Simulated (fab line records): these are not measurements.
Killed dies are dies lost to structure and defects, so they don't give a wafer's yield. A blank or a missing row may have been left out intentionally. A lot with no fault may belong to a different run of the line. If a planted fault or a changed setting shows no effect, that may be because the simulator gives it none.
fab line records ; flow nand_harc
[record] lots = 15; wafers = 45; last_day = 33
route steps=1302 shown P_STI@98 A_BONDPAD@1232 THIN_TSV@1265 END@1302
lots untouched by any fault: they come from a run of this same line in which no faults occurred
start_h: start of the lot's first displayed wafer, in hours after the record's first day ; wait_h: hours elapsed since this lot's preceding step ; " unchanged from the row above ; L1.1+2: one row covering several wafers at once ; - value missing, or start not given ; * or withheld: withheld ; < > ~ a bound
route shown NAME@n: names a module that has steps shown in the file, with the first one's number in the route ; usual: average and standard deviation across the fault-free wafers ; same: alike in all rows ; chamber/n: place in a boat ; sites: each site's reading ; _std_site: the values' standard deviation ; _edge_site: outer sites' mean less inner sites' ; radius_mm: for every site, how far away it sits from the centre of the wafer ; mask NAME#n: copy n ; behind: the most recent tool/chamber to have shaped the wafer ; hold: why the lot was held/for how many hours/how that ended ; device: transistor that didn't switch, given as n, p or np ; end of line: the tests these same wafers got at the end of their route ; for a step that has no rows: nothing shown but its recipe ; killed: the dies lost at the first sort to structure and to defects; this is not the yield of the wafer ; map: a wafer's dies, x killed, . not, _ none there
set.NAME: the setting that was run; set.NAME@STEP: the one run at that earlier step ; model.NAME: the simulator's own value behind a step, which no gauge read
steps of the route over a sample of lots; a table a step, a row a wafer
services: a tool's chamber out of use, with start hour (start_h, from the record's first day; less than 0 if before it), hours out, and reason
[[steps]]
[step NHARC_P_STI_HDPCVD_20]
[recipe] target_thk_a = withheld; sigma_open_frac = withheld; material = SiO2
lot.wafer;tool;chamber;start_h;wait_h
L533.2+1+3;hdpcvd-01;0,1,1;61.06;0.4
L534.1+3+5;hdpcvd-01;1,0,0;67.53;0.5
L535.1+4+5;hdpcvd-01;1,0,1;77.21;0.4
L536.2+4+6;hdpcvd-01;1,0,1;83.64;0.5
L537.1+2+3;hdpcvd-01;1,0,1;93.70;0.4
L538.2+1+3;hdpcvd-01;0,1,1;105.45;0.4
L541.2+1+3;hdpcvd-01;0,1,0;137.64;0.4
L542.1+2+6;hdpcvd-01;1,0,1;147.92;0.4
L543.2+3+6;hdpcvd-01;1,0,1;155.54;0.5
L551.2+3+4;hdpcvd-01;0,1,0;241.60;0.5
L552.1+3+4;hdpcvd-01;1,0,1;248.88;0.5
L553.1+3+6;hdpcvd-01;0;262.23;0.5
L554.2+1+5;hdpcvd-01;1,0,1;262.64;0.9
L555.2+1+5;hdpcvd-01;1,0,1;271.87;0.4
L556.2+3+4;hdpcvd-01;1,0,1;283.20;0.5
[step NHARC_A_BONDPAD_THK_MEAS_20]
[recipe] thk_meas_gauge = xrf
[usual] thk_nm = 169.9/1.4
lot.wafer;tool;chamber;start_h;wait_h;thk_nm
L533.1;film_metro-01;-;541.90;-;169.4
L533.2;film_metro-01;-;541.90;-;170.9
L533.3;film_metro-01;-;541.90;-;169.5
L534.1;film_metro-01;-;543.03;-;168.8
L534.3;film_metro-01;-;543.03;-;167.4
L534.5;film_metro-01;-;543.03;-;166.9
L535.1;film_metro-02;-;551.47;-;170.7
L535.4;film_metro-02;-;551.47;-;169.6
L535.5;film_metro-02;-;551.47;-;170.6
L537.1;film_metro-01;-;569.15;-;167.6
L537.2;film_metro-01;-;569.15;-;170.9
L537.3;film_metro-01;-;569.15;-;168.5
L536.2;film_metro-01;-;569.77;-;173.0
L536.4;film_metro-01;-;569.77;-;171.4
L536.6;film_metro-01;-;569.77;-;171.0
L538.1;film_metro-02;-;586.78;-;171.6
L538.2;film_metro-02;-;586.78;-;169.4
L538.3;film_metro-02;-;586.78;-;169.7
L542.1;film_metro-02;-;613.33;-;168.7
L542.2;film_metro-02;-;613.33;-;170.8
L542.6;film_metro-02;-;613.33;-;171.3
L541.1;film_metro-02;-;615.60;-;169.7
L541.2;film_metro-02;-;615.60;-;168.1
L541.3;film_metro-02;-;615.60;-;168.9
L543.2;film_metro-01;-;639.03;-;169.5
L543.3;film_metro-01;-;639.03;-;168.1
L543.6;film_metro-01;-;639.03;-;169.5
L551.2;film_metro-01;-;729.62;-;173.3
L551.3;film_metro-01;-;729.62;-;166.0
L551.4;film_metro-01;-;729.62;-;169.9
L552.1;film_metro-01;-;730.40;-;169.6
L552.3;film_metro-01;-;730.40;-;169.9
L552.4;film_metro-01;-;730.40;-;171.6
L554.1;film_metro-01;-;742.36;-;169.7
L554.2;film_metro-01;-;742.36;-;168.7
L554.5;film_metro-01;-;742.36;-;169.0
L555.1;film_metro-02;-;743.92;-;171.7
L555.2;film_metro-02;-;743.92;-;169.7
L555.5;film_metro-02;-;743.92;-;171.4
L553.1;film_metro-02;-;752.43;-;169.8
L553.3;film_metro-02;-;752.43;-;168.7
L553.6;film_metro-02;-;752.43;-;171.5
L556.2;film_metro-02;-;755.39;-;170.8
L556.3;film_metro-02;-;755.39;-;170.2
L556.4;film_metro-02;-;755.39;-;170.4
[step NHARC_THIN_TSV_STRIP_45]
[recipe] power_w = 1500; temp_c = 250; chemistry = O2
[usual] drypump_motor_current_A = 6.07/0.15; heater_power_w = 317/25
lot.wafer;tool;chamber;start_h;wait_h;drypump_motor_current_A;heater_power_w;rf_hours_counter_h
L534.1;plasma_asher-01;1;556.69;0.1;6.28;288;4
L534.3;plasma_asher-01;0;556.69;0.1;6.17;324;-
L534.5;plasma_asher-01;0;556.69;0.1;6.19;326;-
L533.1;plasma_asher-02;1;558.01;0.1;5.90;304;26
L533.2;plasma_asher-02;0;558.01;0.1;5.96;353;26
L533.3;plasma_asher-02;0;558.01;0.1;5.98;356;-
L535.1;plasma_asher-02;0;565.29;0.1;5.97;352;29
L535.4;plasma_asher-02;1;565.29;0.1;5.90;304;-
L535.5;plasma_asher-02;1;565.29;0.1;5.90;302;-
L537.2;plasma_asher-01;1;583.01;0.1;6.26;284;10
L537.1;plasma_asher-01;0;583.01;0.1;6.18;318;10
L537.3;plasma_asher-01;0;583.01;0.1;6.19;326;-
L536.2;plasma_asher-01;0;584.10;0.1;6.18;326;11
L536.4;plasma_asher-01;0;584.10;0.1;6.17;322;-
L536.6;plasma_asher-01;1;584.10;0.1;6.28;292;-
L538.2;plasma_asher-02;0;602.03;0.1;5.99;352;36
L538.1;plasma_asher-02;1;602.03;0.1;5.87;298;36
L538.3;plasma_asher-02;0;602.03;0.1;5.97;352;-
L542.2;plasma_asher-01;1;626.72;0.1;6.25;271;22
L542.1;plasma_asher-01;0;626.72;0.1;6.21;334;22
L542.6;plasma_asher-01;0;626.72;0.1;6.21;318;-
L541.1;plasma_asher-02;0;628.05;0.1;5.97;353;3
L541.2;plasma_asher-02;1;628.05;0.1;5.91;307;3
L541.3;plasma_asher-02;0;628.05;0.1;5.99;350;-
L543.2;plasma_asher-01;0;653.81;0.1;6.22;322;28
L543.3;plasma_asher-01;0;653.81;0.1;6.21;309;-
L543.6;plasma_asher-01;1;653.81;0.1;6.29;287;-
L552.1;plasma_asher-02;1;747.75;0.1;5.87;309;29
L552.4;plasma_asher-02;0;747.75;0.1;5.99;355;-
L552.3;plasma_asher-02;1;747.75;0.1;5.89;310;-
L551.2;plasma_asher-01;0;748.78;0.1;6.18;313;9
L551.3;plasma_asher-01;0;748.78;0.1;6.19;308;-
L551.4;plasma_asher-01;1;748.78;0.1;6.27;296;-
L554.2;plasma_asher-02;1;756.56;0.1;5.90;304;31
L554.1;plasma_asher-02;0;756.56;0.1;5.98;350;31
L554.5;plasma_asher-02;0;756.56;0.1;5.98;350;-
L555.1;plasma_asher-02;0;757.76;0.1;5.98;351;31
L555.2;plasma_asher-02;1;757.76;0.1;5.89;307;31
L555.5;plasma_asher-02;1;757.76;0.1;5.88;314;-
L553.1;plasma_asher-02;0;765.88;0.1;5.96;360;32
L553.3;plasma_asher-02;1;765.88;0.1;5.88;308;-
L553.6;plasma_asher-02;0;765.88;0.1;5.98;366;-
L556.2;plasma_asher-02;0;766.99;0.1;5.98;365;32
L556.4;plasma_asher-02;0;766.99;0.1;5.98;350;-
L556.3;plasma_asher-02;1;766.99;0.1;5.89;303;-
[step NHARC_END_SORT_01]
[recipe] temp_c = 25
[usual] killed_at_array = 61/23; killed_at_other = 1.3/1.4; killed_at_periphery = 4.0/2.6; killed_dies = 66/22; killed_open = 3.4/1.8; killed_short = 2.3/1.4
[same] gross_dies = 677
lot.wafer;tool;chamber;start_h;wait_h;killed_at_array;killed_at_other;killed_at_periphery;killed_dies;killed_open;killed_short
L542.1;prober-02;0;640.61;2.5;27;1;6;34;3;2
L542.2;prober-02;0;641.42;2.8;32;3;24;59;5;4
L542.6;prober-02;0;644.64;4.0;32;5;8;45;4;3
L541.1;prober-01;0;640.63;2.5;111;0;2;113;2;1
L541.2;prober-01;0;641.43;2.8;103;1;21;125;3;1
L541.3;prober-01;0;642.22;3.1;104;0;16;120;5;3
L543.2;prober-02;0;668.43;2.8;21;1;2;24;0;0
L543.3;prober-02;0;669.24;3.1;24;4;20;48;1;5
L543.6;prober-02;0;671.66;4.0;17;2;1;20;2;2
// killed by level:class
L542.1 A_CHANNEL_HOLE_D2:chamber_film_flake=7 P_BONDPAD:chamber_film_flake=4 A_CHANNEL_HOLE_D1:chamber_film_flake=4 A_STAIRCASE:chamber_film_flake=4 A_CHANNEL_HOLE_D2:geometric_particle:open=2 P_ZERO_WELL:chamber_film_flake=2 A_SLIT:chamber_film_flake=2 A_CONTACT:chamber_film_flake=2
L541.1 A_CHANNEL_HOLE_D2:chamber_film_flake=39 A_CHANNEL_HOLE_D1:chamber_film_flake=35 A_SLIT:chamber_film_flake=30 A_STAIRCASE:chamber_film_flake=2 A_ONON_D1:geometric_particle:short=1 A_DECK1_JOINT:geometric_particle:open=1 A_M0:geometric_particle:open=1 P_STI:chamber_film_flake=1
L542.2 A_CHANNEL_HOLE_D2:chamber_film_flake=15 P_STI:unspecified=12 P_BONDPAD:chamber_film_flake=6 A_CHANNEL_HOLE_D1:chamber_film_flake=3 THIN_TSV:chamber_film_flake=3 P_ZERO_WELL:chamber_film_flake=2 A_ZERO_WELL:chamber_film_flake=2 A_SLIT:chamber_film_flake=2
L541.2 A_SLIT:chamber_film_flake=35 A_CHANNEL_HOLE_D1:chamber_film_flake=32 A_CHANNEL_HOLE_D2:chamber_film_flake=32 P_STI:unspecified=15 P_CONTACT:geometric_particle:open=2 A_STAIRCASE:chamber_film_flake=2 P_CONTACT:chamber_film_flake=2 P_M0:geometric_particle:open=1
L541.3 A_SLIT:chamber_film_flake=36 A_CHANNEL_HOLE_D1:chamber_film_flake=30 A_CHANNEL_HOLE_D2:chamber_film_flake=30 P_STI:unspecified=13 P_CONTACT:geometric_particle:open=2 A_DECK1_JOINT:geometric_particle:open=2 A_STAIRCASE:chamber_film_flake=2 P_CONTACT:geometric_particle:short=1
L542.6 A_CHANNEL_HOLE_D2:chamber_film_flake=17 A_CONTACT:chamber_film_flake=5 P_BONDPAD:chamber_film_flake=4 THIN_TSV:chamber_film_flake=4 A_CHANNEL_HOLE_D1:chamber_film_flake=2 A_SLIT:chamber_film_flake=2 P_GATE:geometric_particle:open=1 P_M0:geometric_particle:open=1
L543.2 A_CHANNEL_HOLE_D1:chamber_film_flake=9 A_CONTACT:chamber_film_flake=6 A_STAIRCASE:chamber_film_flake=4 P_ZERO_WELL:chamber_film_flake=2 A_CHANNEL_HOLE_D2:chamber_film_flake=1 A_BLC:chamber_film_flake=1 THIN_TSV:chamber_film_flake=1
L543.3 P_STI:unspecified=16 A_CHANNEL_HOLE_D1:chamber_film_flake=7 A_CONTACT:chamber_film_flake=6 THIN_TSV:chamber_film_flake=4 A_STAIRCASE:chamber_film_flake=3 P_ZERO_WELL:chamber_film_flake=2 A_SLIT:chamber_film_flake=2 P_STI:geometric_particle:short=1
L543.6 A_CHANNEL_HOLE_D1:chamber_film_flake=7 A_CONTACT:chamber_film_flake=3 A_STAIRCASE:chamber_film_flake=2 THIN_TSV:chamber_film_flake=2 P_GATE:geometric_particle:open=1 A_SOURCE_PLATE:geometric_particle:short=1 A_DECK1_JOINT:geometric_particle:open=1 A_CHANNEL_FILL_D2:geometric_particle:short=1
[[services]]
tool;chamber;start_h;hours;kind
plasma_asher-02;-;72.00;9.0;pm
plasma_asher-01;-;160.26;0.7;repair
plasma_asher-01;-;165.22;9.0;pm
hdpcvd-01;-;185.00;13.0;pm
hdpcvd-01;0;185.00;13.0;vent_cycle
hdpcvd-01;1;185.00;13.0;vent_cycle
hdpcvd-01;0;198.00;-;clean
hdpcvd-01;1;198.00;-;clean
hdpcvd-01;-;227.16;2.2;repair
plasma_asher-02;-;249.00;9.0;pm
plasma_asher-02;-;297.59;1.1;repair
plasma_asher-02;-;333.89;1.7;repair
plasma_asher-01;-;342.22;9.0;pm
hdpcvd-01;-;366.00;13.0;pm
plasma_asher-02;-;401.61;4.9;repair
plasma_asher-02;-;426.00;9.0;pm
hdpcvd-01;-;491.37;1.2;repair
plasma_asher-01;-;519.22;9.0;pm
hdpcvd-01;-;547.00;13.0;pm
plasma_asher-02;-;603.00;9.0;pm
hdpcvd-01;-;633.73;0.7;repair
plasma_asher-01;-;696.22;9.0;pm
hdpcvd-01;-;728.00;13.0;pm
plasma_asher-01;-;747.05;1.4;repair
[[key]]
[first_sign] step = NHARC_END_SORT_01; reading = killed_at_periphery; direction = up; sigmas = 6.1; usual = 4.0; struck = 20.2
effect none on later readings
met_at NHARC_P_STI_HDPCVD_20
struck_lots L541,L542,L543
struck_wafers L541.2,L541.3,L542.2,L543.3
tester_left_out L541,L542,L543
not_acting_at NHARC_A_BONDPAD_THK_MEAS_20,NHARC_THIN_TSV_STRIP_45
onset_between 105.45 137.64
[fault] kind = chamber_particle_source; tool = hdpcvd-01; chamber = 0; onset_h = 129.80; steps = NHARC_P_STI_HDPCVD_20; rate_per_visit_cm2 = 0.067207; end_h = 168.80
// tester_left_out: of these lots the tester's yield and bins aren't shown, on N5 and GAA mostly nor the transistor test; their killed dies are dies lost to structure and defects alone, not to doping, threshold or leakage, so they don't give the yield
